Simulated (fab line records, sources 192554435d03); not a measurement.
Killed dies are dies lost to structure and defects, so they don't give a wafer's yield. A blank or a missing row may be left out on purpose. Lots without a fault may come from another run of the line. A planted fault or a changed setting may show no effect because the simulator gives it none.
A struck lot beside a sound one | flow n5_finfet | 41 steps out of a route of 1938
Sound: wafers L736.3, L736.5, L736.6. Struck: wafers L748.1, L748.5, L748.6. The cause comes at the end.
At each step with rows: each side's tool, then ch and its chambers, then its first start. Under that, the readings that differ: sound wafers | struck wafers | difference of the means | sigmas: that difference in standard deviations of wafers without a fault.
alike: readings whose means differ by less than 2 such deviations, and words and numbers that are the same on both sides. not compared: withheld readings, readings that some wafer has no value for, bounds like >300 that may hide the same value, and numbers for which the record gives no deviation and whose values overlap.
The two part at a step that has a row with sigmas, a row that says differs or no value, or rows on one side only. Numbers that don't overlap but have no deviation are shown without sigmas and don't part them. A reading that every wafer of one side lacks parts them only if that side has two wafers or more.

first, 9 steps without rows for these wafers: N5_BEOL_M4_ANNEAL_95 (time 240 s); N5_BEOL_M4_SPUTTER_96 (material Cu, target thk 4.5 nm, time 8.29 s); N5_BEOL_M4_ECD_50 (material Cu, target thk 300 nm); N5_BEOL_M4_ANNEAL_51 (time 90 s); N5_BEOL_M4_CMP_52 (polishes, stops on SiOC, t overpolish 6.8 s, target thk 40 nm); N5_BEOL_M4_PRE_CLEAN_60 (time 15 s); N5_BEOL_M4_CO_CAP_55 (material Co, precursor CCTBA/H2, target thk 2 nm, time 102.1 s); N5_BEOL_M4_PRE_CLEAN_56 (time 15 s); N5_BEOL_M4_DEP_57 (deposits SiCN from 3MS/NH3, target thk 8 nm, time 14 s).
N5_BEOL_M4_RC_MEAS_101:
  sound on prober-02 ch 0, day 10 19:25; struck on prober-02 ch 0, day 14 18:13
  reading   | sound       | struck      | difference | sigmas
  VT_N (mV) | 247 247 247 | 255 257 252 | +8         | +2
  alike: DIBL_N, DIBL_P, IOFF_N, IOFF_P, ION_N, ION_P, SS_N, SS_P, VT_P
then, 24 steps without rows for these wafers: N5_BEOL_M5_ILD_DEP_00 (deposits SiCOH lowk from DEMS/porogen, target thk 140.64 nm, time 25.9 s); N5_BEOL_M5_CURE_79 (cures SiCOH lowk, time 240 s); N5_BEOL_M5_PECVD_70 (deposits SiO2 from TEOS/O2, target thk 16 nm, time 18 s); N5_BEOL_M5_HM_DEP_02 (deposits TiN, target thk 20 nm); N5_BEOL_M5_COAT_59 (time 60 s, resist thk 60 nm); N5_BEOL_M5_COAT_60 (time 60 s, resist thk 12 nm); N5_BEOL_M5_COAT_71 (time 60 s, resist thk 5 nm); N5_BEOL_M5_COAT_05 (resist thk 30 nm); N5_BEOL_M5_EBR_07; N5_BEOL_M5_SOFTBAKE_06 (time 60 s); N5_BEOL_M5_EXPOSE_08 (exposes mask M5, target cd 28 nm); N5_BEOL_M5_PEB_09 (peb time 60 s); N5_BEOL_M5_DEVELOP_10 (develop time 30 s); N5_BEOL_M5_DESCUM_16 (chemistry O2, time 7 s); N5_BEOL_M5_ETCH_72 (etches underlayer in N2/H2, target depth 6.5 nm, time 5.2 s); N5_BEOL_M5_ETCH_61 (etches SiARC in CF4, target depth 15.6 nm, time 26 s); N5_BEOL_M5_ETCH_62 (etches SOC in N2/H2, target depth 75 nm, overetch 15 nm, time 112.5 s); N5_BEOL_M5_STRIP_63 (strips in N2/H2); N5_BEOL_M5_STRIP_73 (strips in N2/H2); N5_BEOL_M5_STRIP_64 (strips in CF4); N5_BEOL_M5_HM_OPEN_17 (chemistry Cl2/BCl3, target TiN, target depth 20 nm, overetch 6 nm); N5_BEOL_M5_STRIP_19 (strips in O2); N5_BEOL_M5_COAT_65 (time 60 s, resist thk 60 nm); N5_BEOL_M5_COAT_66 (time 60 s, resist thk 12 nm).
N5_BEOL_M6_TRENCH_ETCH_37: etches SiCOH lowk in C4F6/O2, target depth 94.435 nm, time 31.5 s.
  sound on rie_diel-04 ch 0,3, day 11 14:31; struck on rie_diel-03 ch 1,2, day 15 12:59
  reading                                    | sound             | struck            | difference | sigmas
  run_length_s (s)                           | 54.9 54.6 55.9    | 49.1 49.1 48.3    | -6.3       | -13
  time_s (s)                                 | 31.5 31.5 31.5    | 22.05 22.05 22.05 | -9.45      |
  model.BEOL_M6.feature_depth_nm (nm)        | 94.6 92.6 94.8    | 67.8 68.2 67.2    | -26.3      |
  model.etch.depth_nm (nm)                   | 94.64 92.51 94.87 | 67.9 68.14 67.27  | -26.2      |
  model.TiN_of_BEOL_M6_HM_DEP_02.thk_nm (nm) | 17.4 17.6 17.4    | 18.6 18.2 18.4    | +0.9       |
  alike: chamber_pressure_mTorr, drypump_motor_current_A, oes_ar_750_au, oes_o_777_au, oes_product_au, rf_vpp_V, showerhead_plenum_p_Torr, throttle_valve_pct
  not compared: rf_hours_counter_h
N5_BEOL_M6_OCD_MEAS_38:
  sound on ocd-01, day 11 14:41; struck on ocd-01, day 15 13:09
  reading              | sound          | struck         | difference | sigmas
  trench_depth_nm (nm) | 94.7 91.8 94.8 | 67.8 68.3 67.3 | -26.0      | -12
N5_BEOL_M6_CMP_52: polishes, stops on SiCOH lowk, t overpolish 6.9 s, target thk 80 nm.
  sound on cmp-01 ch 0,1,3, day 11 17:35; struck on cmp-04 ch 2,3, day 15 14:57
  reading                                | sound          | struck         | difference | sigmas
  model.Cu_of_BEOL_M6_ECD_50.thk_nm (nm) | 79.4 80.2 79.6 | 53.6 55.4 54.2 | -25.3      |
  alike: head_pressure_psi, motor_current_A, slurry_flow_ml_min
  not compared: pad_life_wafers
N5_BEOL_M6_THK_MEAS_53: measures by xrf.
  sound on film_metro-01, day 11 17:46; struck on film_metro-01, day 15 15:13
  reading     | sound          | struck         | difference | sigmas
  M6_THK (nm) | 80.4 80.8 80.0 | 54.5 56.2 54.8 | -25.2      | -9
N5_BEOL_M6_RS_MEAS_57: measures by four-point-probe.
  sound on film_metro-01, day 11 17:54; struck on film_metro-01, day 15 15:20
  reading        | sound             | struck            | difference | sigmas
  M6_RS (ohm/sq) | 0.288 0.285 0.288 | 0.465 0.446 0.457 | +0.169     | +15
-- the record jumps here: 3 days lie between the struck wafers' starts before and after (it left off in module BEOL_M6 and takes up again in module BEOL_M15, whose first step shown is number 1830 of the route) --
N5_BEOL_M15_RC_MEAS_101:
  sound on prober-01 ch 0, day 14 12:12; struck on prober-02 ch 0, day 18 10:47
  reading                   | sound          | struck         | difference | sigmas
  SERP_M6 (ohm/um)          | 13.4 13.0 13.5 | 21.5 20.9 21.7 | +8.1       | +11
  SERP_M6_max_site (ohm/um) | 13.6 13.5 14.4 | 22.2 21.3 22.2 | +8.1       | +11
  SERP_M8 (ohm/um)          | 13.7 15.2 15.9 | 13.4 12.8 13.5 | -1.7       | -2
  alike: COMB_M10, COMB_M11, COMB_M12, COMB_M13, COMB_M14, COMB_M15, COMB_M5, COMB_M7, COMB_M8, COMB_M9, SERP_M10, SERP_M11, SERP_M12, SERP_M13, SERP_M13_max_site, SERP_M14, SERP_M5, SERP_M7, SERP_M9
N5_PASSIVATION_PROBE_49:
  sound on prober-02, day 15 04:28; struck on prober-02, day 19 02:46
  reading              | sound | struck         | difference | sigmas
  sort_bin_8_speed (%) | 0 0 0 | 0.17 0.17 0.42 | +0.25      | +26
  alike: defect_limited_yield, killed_at_M0_to_M3, killed_at_M4_up, killed_at_contacts, killed_at_front_end, killed_at_other, killed_dies, killed_open, killed_short, sort_bin_5_function, sort_bin_6_memory, sort_n_pass

WHERE THEY PART
First at N5_BEOL_M4_RC_MEAS_101; last, within this record, at N5_PASSIVATION_PROBE_49.

WHY: what the simulator had put in
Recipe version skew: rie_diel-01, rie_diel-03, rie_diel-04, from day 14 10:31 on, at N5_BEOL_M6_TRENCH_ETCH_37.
